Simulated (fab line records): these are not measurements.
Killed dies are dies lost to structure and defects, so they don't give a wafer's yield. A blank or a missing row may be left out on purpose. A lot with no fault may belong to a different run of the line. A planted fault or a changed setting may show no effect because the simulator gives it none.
The same fault as seen by 2 desks ; flow n5Finfet ; only its own numbers are on each desk; what lay behind them is given at the end

## FOR THE TOOL OWNER'S DESK: aldSin-03
The tool's own readings at N5_FIN_SAQP_SPACER2_ALD_28 (deposits SiO2, target thk 8.1 nm, pulse time 1 s, purge time 2 s): means of the sampled wafers that have a number, for each lot that ran on this tool. Marked OUT: a lot whose mean sits more than 4 standard deviations from the usual mean, which makes it out of limits; the brackets give that distance.
Columns: A = heaterPowerW at N5_FIN_SAQP_SPACER2_ALD_28, usual 450 W; B = precursorPulseHeightRel at N5_FIN_SAQP_SPACER2_ALD_28, usual 0.997; C = susceptorTempC at N5_FIN_SAQP_SPACER2_ALD_28, usual 300.00 C
lot;first seen here;A;B;C
L602;day 4 00:59;414;1.013;298.05 (-11) OUT
L603;day 4 07:58;434;0.998;298.02 (-11) OUT
L616;day 7 13:28;414;1.010;299.94
This desk's finding: out of limits on L602, L603; first on L602, day 4 00:59 (susceptorTempC at N5_FIN_SAQP_SPACER2_ALD_28). In limits: L616.

## AT THE METROLOGY DESK
What the gauges read, lot by lot, whatever tool the lot ran on: means of the sampled wafers that have a number. Marked OUT: a lot whose mean sits more than 4 standard deviations from the usual mean, which makes it out of limits; the brackets give that distance. Shown here are 7 of its 10 readings, the ones lying furthest out on some lot.
Columns: A = DIBL_N at N5_BEOL_M4_RC_MEAS_101, usual 36.5 mV/V; B = DIBL_P at N5_BEOL_M4_RC_MEAS_101, usual 36.6 mV/V; C = IOFF_N at N5_BEOL_M4_RC_MEAS_101, usual 0.160 nA/um; D = IOFF_P at N5_BEOL_M4_RC_MEAS_101, usual 0.217 nA/um; E = ION_P at N5_BEOL_M4_RC_MEAS_101, usual 464 uA/um; F = VT_N at N5_BEOL_M4_RC_MEAS_101, usual 250.0 mV; G = VT_P at N5_BEOL_M4_RC_MEAS_101, usual -250 mV
lot;first seen here;A;B;C;D;E;F;G
L594;day 7 23:13;38.1;37.7;0.170;0.235;467;250.1;-248
L602;day 10 11:13;37.1;38.1;0.188;0.273;475;246.5;-243
L603;day 10 18:02;37.3;35.3;0.164;0.214;466;248.8;-250
L608;day 11 20:25;36.4;36.9;0.155;0.222;465;251.1;-248
L612;day 12 14:25;36.2;38.2;0.162;0.217;461;250.2;-252
L615;day 12 22:23;35.4;34.9;0.142;0.218;465;250.9;-247
L613;day 13 00:58;36.1;37.1;0.153;0.212;463;252.0;-251
L616;day 13 13:08;36.2;38.6;0.169;0.215;458;249.5;-249
L617;day 13 16:08;36.7;36.3;0.169;0.218;462;248.0;-251
This desk's verdict: no lot among the 9 shows anything out of limits.

## BROUGHT TOGETHER
An alarm could have come from the tool owner's desk at day 4 00:59, on L602, L603.
Nothing out of limits was seen by the metrology desk.
The metrology desk holds a record of L602, L603, inside its limits.
N5_FIN_SAQP_SPACER2_ALD_28 was run on aldSin-03 by each of the lots named.

## WHAT WAS PUT IN BY THE SIMULATOR
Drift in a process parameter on aldSin-03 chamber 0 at N5_FIN_SAQP_SPACER2_ALD_28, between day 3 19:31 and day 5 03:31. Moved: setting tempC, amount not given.
Lots struck among those shown: L602, L603.
Time in hours from fault onset to the first out-of-limits reading at each desk: the tool owner's desk, 5.
